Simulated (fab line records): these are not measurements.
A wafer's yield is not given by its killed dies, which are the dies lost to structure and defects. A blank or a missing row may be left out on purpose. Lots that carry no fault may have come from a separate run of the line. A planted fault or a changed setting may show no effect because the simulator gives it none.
Which of the tools did it? :: flow nand_harc :: 11 lots with 33 wafers sampled at 6 steps, on a route of 1302 steps

WHAT THE GAUGES READ, wafer by wafer
NHARC_A_BONDPAD_OVL_MEAS_35. Usual: overlay_x_nm 0 nm, standard deviation 5.2; overlay_y_nm -2 nm, standard deviation 6.5.
lot: L893
measured: day 23 09:58
on: overlay-02
overlay_x_nm (nm): -5 -4 -5
overlay_y_nm (nm): 4 4 3
flag: 

lot: L894
measured: day 23 12:38
on: overlay-01
overlay_x_nm (nm): 12 11 12
overlay_y_nm (nm): -1 -1 -2
flag: 

lot: L898
measured: day 25 14:17
on: overlay-02
overlay_x_nm (nm): 2 2 3
overlay_y_nm (nm): -1 -1 -1
flag: 

lot: L901
measured: day 26 23:43
on: overlay-01
overlay_x_nm (nm): 6 6 6
overlay_y_nm (nm): -15 -15 -15
flag: 

lot: L904
measured: day 28 03:48
on: overlay-01
overlay_x_nm (nm): 1 1 1
overlay_y_nm (nm): 7 8 7
flag: 

lot: L905
measured: day 28 08:08
on: overlay-01
overlay_x_nm (nm): 4 4 4
overlay_y_nm (nm): -6 -6 -6
flag: 

lot: L906
measured: day 28 10:34
on: overlay-01
overlay_x_nm (nm): 6 6 6
overlay_y_nm (nm): -7 -7 -7
flag: 

lot: L907
measured: day 29 06:05
on: overlay-02
overlay_x_nm (nm): -5 -5 -5
overlay_y_nm (nm): -4 -4 -4
flag: 

lot: L908
measured: day 29 11:59
on: overlay-01
overlay_x_nm (nm): -7 -7 -7
overlay_y_nm (nm): -3 -3 -3
flag: 

lot: L910
measured: day 30 14:15
on: overlay-02
overlay_x_nm (nm): 5 5 5
overlay_y_nm (nm): 5 5 5
flag: 

lot: L912
measured: day 30 18:49
on: overlay-01
overlay_x_nm (nm): 1 1 1
overlay_y_nm (nm): -12 -12 -12
flag: 

NHARC_A_BONDPAD_THK_MEAS_20: measures by xrf. Usual: thk_nm reads 169.7 nm (standard deviation 1.9).
lot: L893
measured: day 23 12:29
on: film_metro-01
thk_nm (nm): 169.0 170.8 171.6
flag: 

lot: L894
measured: day 23 15:16
on: film_metro-01
thk_nm (nm): 167.8 170.0 167.6
flag: 

lot: L898
measured: day 25 16:50
on: film_metro-01
thk_nm (nm): 165.7 170.8 167.5
flag: 

lot: L901
measured: day 27 02:11
on: film_metro-01
thk_nm (nm): 169.4 171.4 167.2
flag: 

lot: L904
measured: day 28 06:24
on: film_metro-01
thk_nm (nm): 30.1 28.0 30.5
flag: OFF

lot: L905
measured: day 28 11:03
on: film_metro-01
thk_nm (nm): 31.1 28.8 28.4
flag: OFF

lot: L906
measured: day 28 13:02
on: film_metro-01
thk_nm (nm): 169.6 168.8 167.8
flag: 

lot: L907
measured: day 29 08:33
on: film_metro-01
thk_nm (nm): 169.3 168.9 165.3
flag: 

lot: L908
measured: day 29 14:30
on: film_metro-02
thk_nm (nm): 170.5 171.6 170.5
flag: 

lot: L910
measured: day 30 16:44
on: film_metro-02
thk_nm (nm): 171.2 171.8 172.1
flag: 

lot: L912
measured: day 30 21:34
on: film_metro-01
thk_nm (nm): 173.1 172.0 171.2
flag: 

NHARC_END_SORT_01. Usual: defect_limited_yield 91.7 %, standard deviation 2.5; killed_at_array 52, standard deviation 18; killed_at_other 1.0, standard deviation 1.4; killed_at_periphery 3.1, standard deviation 2.3; killed_dies 56, standard deviation 17; killed_open 3.0, standard deviation 1.7; killed_short 2.5, standard deviation 1.7; sort_bin_2_pct 3.0 %, standard deviation 1.1; sort_bin_3_pct 0.6 %, standard deviation 0.36; sort_bin_4_pct 4.8 %, standard deviation 1.4; sort_n_pass 621, standard deviation 17; sort_rim_yield_pct 91 %, standard deviation 4.6; sort_yield_pct 91.7 %, standard deviation 2.5.
lot: L894
measured: day 24 15:41
on: prober-02
defect_limited_yield (%): 86.0 88.3 86.0
killed_at_array: 93 78 93
killed_at_other: 0 0 0
killed_at_periphery: 2 1 2
killed_dies: 95 79 95
killed_open: 8 0 1
killed_short: 2 1 3
sort_bin_2_pct (%): 4.7 5.0 4.7
sort_bin_3_pct (%): 1.2 1.0 1.9
sort_bin_4_pct (%): 8.1 5.6 7.4
sort_n_pass: 582 598 582
sort_rim_yield_pct (%): 83 99 90
sort_yield_pct (%): 86.0 88.3 86.0
flag: 

lot: L898
measured: day 26 23:19
on: prober-02
defect_limited_yield (%): 88.8 89.5 85.5
killed_at_array: 74 70 96
killed_at_other: 1 0 0
killed_at_periphery: 1 1 2
killed_dies: 76 71 98
killed_open: 2 1 3
killed_short: 2 4 6
sort_bin_2_pct (%): 4.1 3.2 5.8
sort_bin_3_pct (%): 0.7 0.6 1.0
sort_bin_4_pct (%): 6.4 6.6 7.7
sort_n_pass: 601 606 579
sort_rim_yield_pct (%): 89 88 89
sort_yield_pct (%): 88.8 89.5 85.5
flag: 

lot: L901
measured: day 28 11:28
on: prober-02
defect_limited_yield (%): 89.5 90.8 92.6
killed_at_array: 70 60 47
killed_at_other: 0 0 0
killed_at_periphery: 1 2 3
killed_dies: 71 62 50
killed_open: 2 1 1
killed_short: 2 3 1
sort_bin_2_pct (%): 3.7 2.8 3.4
sort_bin_3_pct (%): 0.4 0.6 0.3
sort_bin_4_pct (%): 6.4 5.8 3.7
sort_n_pass: 606 615 627
sort_rim_yield_pct (%): 96 84 97
sort_yield_pct (%): 89.5 90.8 92.6
flag: 

lot: L904
measured: day 29 12:46
on: prober-02
defect_limited_yield (%): 0 0 0
killed_at_array: 672 674 675
killed_at_other: 2 1 1
killed_at_periphery: 3 2 1
killed_dies: 677 677 677
killed_open: 2 5 3
killed_short: 3 8 2
sort_bin_2_pct (%): 95.0 95.0 96.0
sort_bin_3_pct (%): 0.7 0.3 0.4
sort_bin_4_pct (%): 4.3 4.7 3.5
sort_n_pass: 0 0 0
sort_rim_yield_pct (%): 0 0 0
sort_yield_pct (%): 0 0 0
flag: OFF

lot: L905
measured: day 29 19:25
on: prober-01
defect_limited_yield (%): 0 0 0
killed_at_array: 673 669 674
killed_at_other: 0 0 0
killed_at_periphery: 4 8 3
killed_dies: 677 677 677
killed_open: 5 3 5
killed_short: 3 4 3
sort_bin_2_pct (%): 94.1 94.5 94.8
sort_bin_3_pct (%): 0.4 0.3 0.3
sort_bin_4_pct (%): 5.5 5.2 4.9
sort_n_pass: 0 0 0
sort_rim_yield_pct (%): 0 0 0
sort_yield_pct (%): 0 0 0
flag: OFF

WHAT TOOL EACH LOT RAN ON (gives the tool, then ch and the chambers of the sampled wafers, and finally the start)
lot: L893
NHARC_A_BONDPAD_ETCH_34: rie_diel-12 ch 0,2, day 23 10:11
NHARC_A_BONDPAD_ECD_18: ecd_cu-01 ch 0,1, day 23 11:26
NHARC_A_BONDPAD_ANNEAL_28: rtp_anneal-02 ch 0, day 23 11:48

lot: L894
NHARC_A_BONDPAD_ETCH_34: rie_diel-12 ch 2,3, day 23 13:01
NHARC_A_BONDPAD_ECD_18: ecd_cu-01 ch 1, day 23 14:16
NHARC_A_BONDPAD_ANNEAL_28: rtp_anneal-02 ch 0, day 23 14:35

lot: L898
NHARC_A_BONDPAD_ETCH_34: rie_diel-13 ch 2,3, day 25 14:31
NHARC_A_BONDPAD_ECD_18: ecd_cu-01 ch 0,1, day 25 15:53
NHARC_A_BONDPAD_ANNEAL_28: rtp_anneal-02 ch 0, day 25 16:19

lot: L901
NHARC_A_BONDPAD_ETCH_34: rie_diel-05 ch 1,2,3, day 26 23:56
NHARC_A_BONDPAD_ECD_18: ecd_cu-01 ch 0,1, day 27 01:14
NHARC_A_BONDPAD_ANNEAL_28: rtp_anneal-02 ch 0, day 27 01:37

lot: L904
NHARC_A_BONDPAD_ETCH_34: rie_diel-05 ch 1,2, day 28 04:01
NHARC_A_BONDPAD_ECD_18: ecd_cu-01 ch 0,1, day 28 05:21
NHARC_A_BONDPAD_ANNEAL_28: rtp_anneal-02 ch 0, day 28 05:44

lot: L905
NHARC_A_BONDPAD_ETCH_34: rie_diel-13 ch 0,1,2, day 28 08:21
NHARC_A_BONDPAD_ECD_18: ecd_cu-02 ch 0,1, day 28 10:04
NHARC_A_BONDPAD_ANNEAL_28: rtp_anneal-01 ch 0, day 28 10:23

lot: L906
NHARC_A_BONDPAD_ETCH_34: rie_diel-05 ch 0,1,2, day 28 10:47
NHARC_A_BONDPAD_ECD_18: ecd_cu-02 ch 0,1, day 28 11:59
NHARC_A_BONDPAD_ANNEAL_28: rtp_anneal-01 ch 0, day 28 12:22

lot: L907
NHARC_A_BONDPAD_ETCH_34: rie_diel-13 ch 0,2,3, day 29 06:17
NHARC_A_BONDPAD_ECD_18: ecd_cu-01 ch 0,1, day 29 07:34
NHARC_A_BONDPAD_ANNEAL_28: rtp_anneal-02 ch 0, day 29 07:56

lot: L908
NHARC_A_BONDPAD_ETCH_34: rie_diel-05 ch 0,3, day 29 12:11
NHARC_A_BONDPAD_ECD_18: ecd_cu-01 ch 0,1, day 29 13:35
NHARC_A_BONDPAD_ANNEAL_28: rtp_anneal-02 ch 0, day 29 13:55

lot: L910
NHARC_A_BONDPAD_ETCH_34: rie_diel-05 ch 2,3, day 30 14:28
NHARC_A_BONDPAD_ECD_18: ecd_cu-02 ch 0, day 30 15:42
NHARC_A_BONDPAD_ANNEAL_28: rtp_anneal-02 ch 0, day 30 16:07

lot: L912
NHARC_A_BONDPAD_ETCH_34: rie_diel-13 ch 1,2,3, day 30 19:19
NHARC_A_BONDPAD_ECD_18: ecd_cu-02 ch 0,1, day 30 20:31
NHARC_A_BONDPAD_ANNEAL_28: rtp_anneal-02 ch 0, day 30 20:54
- NHARC_A_BONDPAD_ETCH_34: etches the open film in N2/H2, target depth 60 nm, overetch 18 nm, time 65.91 s.
- NHARC_A_BONDPAD_ECD_18: material Cu, target thk 400 nm.
- NHARC_A_BONDPAD_ANNEAL_28: time 90 s.

WHAT THE TOOLS THEMSELVES READ (means of the sampled wafers that have a number; where no wafer has one, the mark that the record gives instead)
NHARC_A_BONDPAD_ETCH_34. Usual: drypump_motor_current_A 5.8 A, standard deviation 0.41; oes_product_au 1.008 a.u., standard deviation 0.013; rf_vpp_V 429.4 V, standard deviation 2.9; showerhead_plenum_p_Torr 2.00 Torr, standard deviation 0.1; throttle_valve_pct 14.170 %, standard deviation 0.0094.
lot: L893
tool: rie_diel-12
drypump_motor_current_A (A): 5.9
oes_product_au (a.u.): 0.991
rf_vpp_V (V): 433.6
showerhead_plenum_p_Torr (Torr): 2.14
throttle_valve_pct (%): 14.170
flag: 

lot: L894
tool: rie_diel-12
drypump_motor_current_A (A): 5.7
oes_product_au (a.u.): 0.995
rf_vpp_V (V): 433.2
showerhead_plenum_p_Torr (Torr): 2.13
throttle_valve_pct (%): 14.175
flag: 

lot: L898
tool: rie_diel-13
drypump_motor_current_A (A): 5.8
oes_product_au (a.u.): 1.005
rf_vpp_V (V): 428.2
showerhead_plenum_p_Torr (Torr): 1.94
throttle_valve_pct (%): 14.163
flag: 

lot: L901
tool: rie_diel-05
drypump_motor_current_A (A): 6.1
oes_product_au (a.u.): 1.005
rf_vpp_V (V): 432.3
showerhead_plenum_p_Torr (Torr): 2.08
throttle_valve_pct (%): 14.161
flag: 

lot: L904
tool: rie_diel-05
drypump_motor_current_A (A): 6.0
oes_product_au (a.u.): 1.018
rf_vpp_V (V): 430.0
showerhead_plenum_p_Torr (Torr): 2.02
throttle_valve_pct (%): 14.186
flag: 

lot: L905
tool: rie_diel-13
drypump_motor_current_A (A): 5.9
oes_product_au (a.u.): 1.006
rf_vpp_V (V): 426.8
showerhead_plenum_p_Torr (Torr): 1.90
throttle_valve_pct (%): 14.177
flag: 

lot: L906
tool: rie_diel-05
drypump_motor_current_A (A): 5.9
oes_product_au (a.u.): 1.020
rf_vpp_V (V): 429.3
showerhead_plenum_p_Torr (Torr): 1.99
throttle_valve_pct (%): 14.168
flag: 

lot: L907
tool: rie_diel-13
drypump_motor_current_A (A): 5.6
oes_product_au (a.u.): 1.004
rf_vpp_V (V): 426.0
showerhead_plenum_p_Torr (Torr): 1.92
throttle_valve_pct (%): 14.163
flag: 

lot: L908
tool: rie_diel-05
drypump_motor_current_A (A): 5.9
oes_product_au (a.u.): 1.005
rf_vpp_V (V): 431.7
showerhead_plenum_p_Torr (Torr): 2.11
throttle_valve_pct (%): 14.180
flag: 

lot: L910
tool: rie_diel-05
drypump_motor_current_A (A): 6.1
oes_product_au (a.u.): 1.012
rf_vpp_V (V): 431.7
showerhead_plenum_p_Torr (Torr): 2.07
throttle_valve_pct (%): 14.179
flag: 

lot: L912
tool: rie_diel-13
drypump_motor_current_A (A): 6.0
oes_product_au (a.u.): 0.997
rf_vpp_V (V): 430.1
showerhead_plenum_p_Torr (Torr): 2.03
throttle_valve_pct (%): 14.164
flag: 

NHARC_A_BONDPAD_ECD_18. Usual: bath_heat_duty_pct 6.2 %, standard deviation 0.91; bath_temp_c 25.02 C, standard deviation 0.11.
lot: L893
tool: ecd_cu-01
bath_heat_duty_pct (%): 5.9
bath_temp_c (C): 24.92
flag: 

lot: L894
tool: ecd_cu-01
bath_heat_duty_pct (%): 5.7
bath_temp_c (C): 24.98
flag: 

lot: L898
tool: ecd_cu-01
bath_heat_duty_pct (%): 7.4
bath_temp_c (C): 25.02
flag: 

lot: L901
tool: ecd_cu-01
bath_heat_duty_pct (%): 6.3
bath_temp_c (C): 24.93
flag: 

lot: L904
tool: ecd_cu-01
bath_heat_duty_pct (%): -
bath_temp_c (C): -
flag: OFF

lot: L905
tool: ecd_cu-02
bath_heat_duty_pct (%): -
bath_temp_c (C): -
flag: OFF

lot: L906
tool: ecd_cu-02
bath_heat_duty_pct (%): 5.4
bath_temp_c (C): 24.92
flag: 

lot: L907
tool: ecd_cu-01
bath_heat_duty_pct (%): 6.4
bath_temp_c (C): 25.04
flag: 

lot: L908
tool: ecd_cu-01
bath_heat_duty_pct (%): 6.8
bath_temp_c (C): 25.06
flag: 

lot: L910
tool: ecd_cu-02
bath_heat_duty_pct (%): 5.7
bath_temp_c (C): 25.21
flag: 

lot: L912
tool: ecd_cu-02
bath_heat_duty_pct (%): 5.6
bath_temp_c (C): 24.98
flag: 

NHARC_A_BONDPAD_ANNEAL_28. Usual: wafer_temp_C_max reads 226.3 (standard deviation 0.49).
lot: L893
tool: rtp_anneal-02
wafer_temp_C_max: 226.0
flag: 

lot: L894
tool: rtp_anneal-02
wafer_temp_C_max: 225.8
flag: 

lot: L898
tool: rtp_anneal-02
wafer_temp_C_max: 225.7
flag: 

lot: L901
tool: rtp_anneal-02
wafer_temp_C_max: 226.3
flag: 

lot: L904
tool: rtp_anneal-02
wafer_temp_C_max: 225.7
flag: 

lot: L905
tool: rtp_anneal-01
wafer_temp_C_max: 226.9
flag: 

lot: L906
tool: rtp_anneal-01
wafer_temp_C_max: 226.7
flag: 

lot: L907
tool: rtp_anneal-02
wafer_temp_C_max: 226.0
flag: 

lot: L908
tool: rtp_anneal-02
wafer_temp_C_max: 226.0
flag: 

lot: L910
tool: rtp_anneal-02
wafer_temp_C_max: 226.1
flag: 

lot: L912
tool: rtp_anneal-02
wafer_temp_C_max: 226.5
flag: 

THE ANSWER, worked out from the rows above alone
Rule: a lot counts as off when the mean over its wafers that have a number is more than 3 standard deviations away from the usual mean. Also off: a lot with no number at a reading for which 4 or more lots have one. All remaining lots with rows at the step are treated as sound. After the gauges, taken in route order, come the tools' own readings; for these a lot's mean is taken, as printed above. At the first step where some lot is off, the reading lying furthest off is the one used; lots without a number count as furthest.
Off, at NHARC_A_BONDPAD_THK_MEAS_20 on thk_nm: L904, L905.
A tool fits if, at a process step before that reading, it ran every lot that is off, and no sound lot after the first of them. The gauges at NHARC_A_BONDPAD_THK_MEAS_20 aren't tried: what is off there is off at NHARC_END_SORT_01 too, on other tools, and a gauge's error can't cause that. None of those tried fits.

WHAT THE SIMULATOR HAD PUT IN
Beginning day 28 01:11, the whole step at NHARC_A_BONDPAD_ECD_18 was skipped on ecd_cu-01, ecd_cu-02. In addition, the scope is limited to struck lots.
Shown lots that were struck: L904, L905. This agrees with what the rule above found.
